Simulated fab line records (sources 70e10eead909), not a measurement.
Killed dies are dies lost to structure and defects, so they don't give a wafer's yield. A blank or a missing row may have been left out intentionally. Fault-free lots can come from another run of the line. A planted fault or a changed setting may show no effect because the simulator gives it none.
Commonality check across tools	flow nandHarc	Sampled: 3 lots, 9 wafers

REASON FOR OPENING
On 3 of the 3 lots, a flag is raised at NHARC_END_SORT_01 on the reading killedAtArray. Fault-free wafers read 55, with a standard deviation of 17.
Rule: a lot gets a flag if all its wafers with a number sit over 4 standard deviations from that mean, or if no wafer of it has a number. The other lots count as sound.

lot	measured	on	killedAtArray, wafer by wafer	flag
L108	day 27 16:14	prober-01	674 677 675	FLAGGED
L109	day 27 20:23	prober-02	675 673 674	FLAGGED
L112	day 29 01:13	prober-01	670 671 665	FLAGGED
The mean of the flagged lots' numbers is 673, +618 from the usual (+36 standard deviations).

WHICH TOOL RAN EACH LOT
Before the reading, the record contains 4 process steps out of a 1302-step route. Every cell lists first the tool, next ch and the chambers used by the sampled wafers, and last the start.
lot	flag	NHARC_A_CHANNEL_HOLE_D2_ETCH_16	NHARC_A_CHANNEL_FILL_D2_ALD_02	NHARC_A_CHANNEL_FILL_D2_CVD_18	NHARC_A_CHANNEL_FILL_D2_STRIP_29
L108	FLAGGED	rieDiel-12 ch 0,1,3, day 16 09:41 or earlier	aldHk-02 ch 0,2,3, day 16 09:41	lpcvdPoly-04 ch 0, day 17 07:04	rieDiel-02 ch 0,1, day 27 16:14 or earlier
L109	FLAGGED	rieDiel-12 ch 0,2, day 16 13:49 or earlier	aldHk-03 ch 0,1,2, day 16 13:49	lpcvdPoly-04 ch 0, day 17 11:11	rieDiel-05 ch 0,2, day 27 20:23 or earlier
L112	FLAGGED	rieDiel-11 ch 0,1,2, day 17 20:05 or earlier	aldHk-03 ch 2,3, day 17 20:05	lpcvdPoly-03 ch 0, day 18 16:21	rieDiel-02 ch 0,3, day 29 01:13 or earlier
What these steps do:
- NHARC_A_CHANNEL_HOLE_D2_ETCH_16: etches the open film in O2/COS, target depth 3100 nm, time 806 s.
- NHARC_A_CHANNEL_FILL_D2_ALD_02: deposits SiO2, target thk 6 nm, pulse time 10 s, ald cycles 60.
- NHARC_A_CHANNEL_FILL_D2_CVD_18: deposits poly-Si, target thk 3 nm.
- NHARC_A_CHANNEL_FILL_D2_STRIP_29: strips in O2, time 20 s.
- NHARC_END_SORT_01

FLAGGED AGAINST TOTAL, ONE TOOL AT A TIME (gauges that did the reading follow at the end)
step	tool	lots run	flagged	share of the flagged lots	sound lots run after its first flagged lot
NHARC_A_CHANNEL_HOLE_D2_ETCH_16	rieDiel-11	1	1	some	0
NHARC_A_CHANNEL_HOLE_D2_ETCH_16	rieDiel-12	2	2	some	0
NHARC_A_CHANNEL_FILL_D2_ALD_02	aldHk-02	1	1	some	0
NHARC_A_CHANNEL_FILL_D2_ALD_02	aldHk-03	2	2	some	0
NHARC_A_CHANNEL_FILL_D2_CVD_18	lpcvdPoly-03	1	1	some	0
NHARC_A_CHANNEL_FILL_D2_CVD_18	lpcvdPoly-04	2	2	some	0
NHARC_A_CHANNEL_FILL_D2_STRIP_29	rieDiel-02	2	2	some	0
NHARC_A_CHANNEL_FILL_D2_STRIP_29	rieDiel-05	1	1	some	0
NHARC_END_SORT_01	prober-01	2	2	some	0
NHARC_END_SORT_01	prober-02	1	1	some	0
With no start given for some of its lots, NHARC_A_CHANNEL_HOLE_D2_ETCH_16 uses the hours and lot order of NHARC_A_CHANNEL_FILL_D2_ALD_02. With no start given for some of its lots, NHARC_A_CHANNEL_FILL_D2_STRIP_29 uses the hours and lot order of NHARC_END_SORT_01.

WHAT THE TABLE ALLOWS
No row of the table ran every flagged lot.

WHAT THE SIMULATOR HAD PUT IN
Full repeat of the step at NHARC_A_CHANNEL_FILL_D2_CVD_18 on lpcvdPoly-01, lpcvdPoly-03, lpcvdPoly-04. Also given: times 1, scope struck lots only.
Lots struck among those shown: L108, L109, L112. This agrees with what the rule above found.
